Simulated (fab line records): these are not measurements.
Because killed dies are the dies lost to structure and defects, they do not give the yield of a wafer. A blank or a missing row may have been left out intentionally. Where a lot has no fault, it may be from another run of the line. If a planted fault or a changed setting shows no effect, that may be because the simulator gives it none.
fab line records -- flow nandHarc
record: lots: 6, wafers: 18, lastDay: 33
route steps=1302 shown P_GATE@118
lots untouched by any fault: they come from a run of this same line in which no faults occurred
startH: hours from the record's opening day to when the first of the lot's shown wafers began -- waitH: hours since the lot's step before -- " identical to the entry in the row above -- L1.1+2: a single row standing in for several wafers -- - no value, or no start given -- * or withheld: withheld -- < > ~ a bound
route shown NAME@n: a module of which the file shows steps, and the number in the route of the first -- usual: mean/standard deviation taken from wafers without a fault -- same: alike in all rows -- chamber/n: place in a boat -- sites: the reading at each site -- _std_site: the values' standard deviation -- _edge_site: the outer-site mean with the inner-site mean subtracted -- radiusMm: how far each site lies from the wafer's centre -- mask NAME#n: copy n -- behind: the tool/chamber that last shaped the wafer -- hold: the reason the lot was held/the length of the hold in hours/how it ended -- device: which transistor (n, p or np) failed to switch -- end of line: tests run on the same wafers once the route is complete -- a step with no rows: only its recipe -- killed: the dies lost at the first sort to structure and to defects; this is not the yield of the wafer -- map: a wafer's dies, x killed, . not, _ none there
set.NAME: setting as actually run; set.NAME@STEP: the setting as run at that earlier step -- model.NAME: the simulator's own value behind a step, which no gauge read
certain route steps with their lots: each step a table, each wafer a row
services: from which hour (startH, from the record's first day; less than 0 if before it) a tool's chamber was out of use, for how many hours, and why
== steps ==
step: NHARC_P_GATE_EBR_07
step: NHARC_P_GATE_EXPOSE_08
recipe: na: 0.6, doseMj: 16.75, maskId: P_HV
step: NHARC_P_GATE_PEB_09
recipe: pebTempC: 118, pebTimeS: 85
step: NHARC_P_GATE_DEVELOP_10
recipe: timeS: 70
step: NHARC_P_GATE_CD_MEAS_11
recipe: targetCdNm: 1640, landingEnergyEv: 500
usual: cdNm: 1639.0/1.9
lot.wafer,tool,chamber,startH,waitH,cdNm
L941.1,cdSem-03,0,111.99,-,1634.2
L941.2,cdSem-03,0,111.99,-,1637.0
L941.5,cdSem-03,0,111.99,-,1636.2
L946.1,cdSem-03,0,167.73,-,1637.0
L946.2,cdSem-03,0,167.73,-,1636.5
L946.5,cdSem-03,0,167.73,-,1640.2
L950.1,cdSem-01,0,196.15,-,1640.5
L950.4,cdSem-01,0,196.15,-,1640.3
L950.5,cdSem-01,0,196.15,-,1640.2
L949.4,cdSem-03,0,196.32,-,1635.4
L949.5,cdSem-03,0,196.32,-,1640.4
L949.6,cdSem-03,0,196.32,-,1638.3
L954.2,cdSem-03,0,239.06,-,1638.6
L954.3,cdSem-03,0,239.06,-,1640.2
L954.4,cdSem-03,0,239.06,-,1640.7
L960.1,cdSem-03,0,301.17,-,1639.4
L960.3,cdSem-03,0,301.17,-,1639.2
L960.6,cdSem-03,0,301.17,-,1640.4
step: NHARC_P_GATE_HARDBAKE_12
recipe: tempC: 125, timeS: 80
step: NHARC_P_GATE_DESCUM_13
recipe: timeS: 3, o2FlowSccm: 200, arFlowSccm: 0, biasPowerW: 0, chemistry: O2
usual: drypumpMotorCurrentA: 5.8/0.48, oesProductAu: 1.004/0.0097, rfVppV: 57.8/0.85, showerheadPlenumPTorr: 1.92/0.088, throttleValvePct: 11.311/0.01
lot.wafer,tool,chamber,startH,waitH,drypumpMotorCurrentA,oesProductAu,rfHoursCounterH,rfVppV,showerheadPlenumPTorr,throttleValvePct
L941.1,rieDiel-05,3,112.17,-,6.1,1.011,1,56.6,1.83,11.302
L941.2,rieDiel-05,1,112.17,-,6.2,1.013,2,57.6,1.91,11.318
L941.5,rieDiel-05,2,112.17,-,6.1,1.000,-,58.0,2.03,11.327
L946.2,rieDiel-05,0,167.90,-,5.5,1.003,7,58.8,1.87,11.310
L946.1,rieDiel-05,1,167.90,-,6.2,1.020,5,57.1,1.90,11.309
L946.5,rieDiel-05,3,167.90,-,6.1,1.007,-,56.7,1.83,11.298
L950.4,rieDiel-07,3,196.31,-,5.2,1.007,4,57.1,2.05,11.315
L950.1,rieDiel-07,0,196.31,-,5.8,1.015,4,58.6,2.00,11.315
L950.5,rieDiel-07,3,196.31,-,5.2,1.012,-,60.5,2.05,11.295
L949.4,rieDiel-03,1,196.51,-,4.8,1.009,3,57.4,1.83,11.321
L949.5,rieDiel-03,2,196.51,-,5.7,1.010,-,57.9,1.80,11.284
L949.6,rieDiel-03,3,196.51,-,6.6,1.006,-,57.4,1.89,11.312
L954.4,rieDiel-03,1,239.22,-,4.9,1.012,4,56.4,1.83,11.305
L954.2,rieDiel-03,3,239.22,-,6.6,1.004,4,57.6,1.89,11.297
L954.3,rieDiel-03,0,239.22,-,5.2,1.024,4,58.4,1.83,11.321
L960.3,rieDiel-05,1,301.35,-,6.3,1.013,3,58.5,1.90,11.321
L960.1,rieDiel-05,2,301.35,-,6.1,0.988,2,57.5,2.02,11.321
L960.6,rieDiel-05,3,301.35,-,6.1,0.989,-,58.1,1.82,11.304
step: NHARC_P_GATE_ETCH_14
recipe: targetDepthA: 488, chemistry: dHF, material: SiO2
step: NHARC_P_GATE_STRIP_15
recipe: timeS: 780, tempC: 130, chemistry: SPM
step: NHARC_P_GATE_PRECLEAN_71
recipe: timeS: *, tempC: 50, bathAgeMin: 0, chemistry: SC1
step: NHARC_P_GATE_SRD_72
step: NHARC_P_GATE_OXIDE_16
recipe: targetThkA: 30, tempC: 875, oxTimeS: 392, material: SiO2
step: NHARC_P_GATE_CVD_17
recipe: targetThkA: 1500, tempC: 620, timeS: 900, material: poly-Si
lot.wafer,tool,chamber,startH,waitH
L941.1+2+5,lpcvdPoly-03,0,122.18,2.7
L946.1+2+5,lpcvdPoly-01,0,177.74,2.5
L949.4+5+6,lpcvdPoly-04,0,206.46,2.6
L950.1+4+5,lpcvdPoly-04,0,206.46,2.6
L954.2+3+4,lpcvdPoly-04,0,249.68,2.6
L954.2+3+4,lpcvdPoly-01,0,252.72,0.8
L960.1+3+6,lpcvdPoly-04,0,313.38,2.6
L960.1+3+6,lpcvdPoly-04,0,316.12,0.5
step: NHARC_P_GATE_HM_DEP_102
recipe: targetThkA: 1200, tempC: 400, material: aC
usual: throttleValvePct: 34.999/0.0086
lot.wafer,tool,chamber,startH,waitH,throttleValvePct
L941.1,aclDep-01,0,124.74,0.4,35.000
L941.2,aclDep-01,0,124.74,0.4,35.007
L941.5,aclDep-01,0,124.74,0.4,35.010
L946.1,aclDep-01,0,182.12,2.2,35.006
L946.2,aclDep-01,0,182.12,2.2,34.992
L946.5,aclDep-01,0,182.12,2.2,35.008
L950.1,aclDep-01,0,209.07,0.4,34.992
L950.4,aclDep-01,0,209.07,0.4,34.983
L950.5,aclDep-01,0,209.07,0.4,34.998
L949.4,aclDep-03,0,209.39,0.7,35.001
L949.5,aclDep-03,0,209.39,0.7,34.998
L949.6,aclDep-03,0,209.39,0.7,34.986
L954.2,aclDep-03,0,257.43,2.5,35.011
L954.3,aclDep-03,0,257.43,2.5,35.001
L954.4,aclDep-03,0,257.43,2.5,34.995
L960.1,aclDep-01,0,319.05,0.7,34.992
L960.3,aclDep-01,0,319.05,0.7,35.003
L960.6,aclDep-01,0,319.05,0.7,34.996
== services ==
tool,chamber,startH,hours,kind
rieDiel-03,-,104.30,9.0,pm
rieDiel-05,0,110.60,-,clean
rieDiel-05,1,110.60,-,clean
rieDiel-05,2,110.60,-,clean
rieDiel-05,3,110.60,-,clean
aclDep-03,-,116.20,13.0,pm
rieDiel-07,-,117.20,9.0,pm
rieDiel-05,0,135.10,-,clean
rieDiel-05,1,135.10,-,clean
rieDiel-05,2,135.10,-,clean
rieDiel-05,3,135.10,-,clean
lpcvdPoly-03,-,145.98,18.6,repair
rieDiel-03,-,159.69,21.3,repair
rieDiel-05,1,161.60,3.1,repair
rieDiel-05,-,172.19,4.8,repair
aclDep-01,-,187.08,13.0,pm
rieDiel-03,2,202.87,11.6,repair
rieDiel-05,-,229.60,9.0,pm
rieDiel-07,1,256.65,3.3,repair
rieDiel-03,0,269.32,4.4,repair
rieDiel-03,-,281.30,9.0,pm
rieDiel-07,-,294.20,9.0,pm
rieDiel-05,0,294.30,8.2,repair
aclDep-03,-,299.15,13.0,pm
== key ==
firstSign: step: NHARC_P_GATE_CVD_17, reading: visit, direction: added
effect none on later readings
metAt NHARC_P_GATE_CVD_17
struckWafers L954.2,L954.3,L954.4,L960.1,L960.3,L960.6
sortLeftOut L954.2,L954.3,L954.4,L960.1,L960.3,L960.6
testerLeftOut L954,L960
fault: kind: repeatedStepWhole, tool: lpcvdPoly-01,lpcvdPoly-03,lpcvdPoly-04, chamber: -, onsetH: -, steps: NHARC_P_GATE_CVD_17, times: 1, scope: struckLotsOnly
testerLeftOut: of these lots the tester's yield and bins aren't shown, on N5 and GAA mostly nor the transistor test; their killed dies are dies lost to structure and defects alone, not to doping, threshold or leakage, so they don't give the yield
sortLeftOut: the simulated sort isn't trusted on such a fault, so these wafers' sort isn't shown, and their yield isn't known
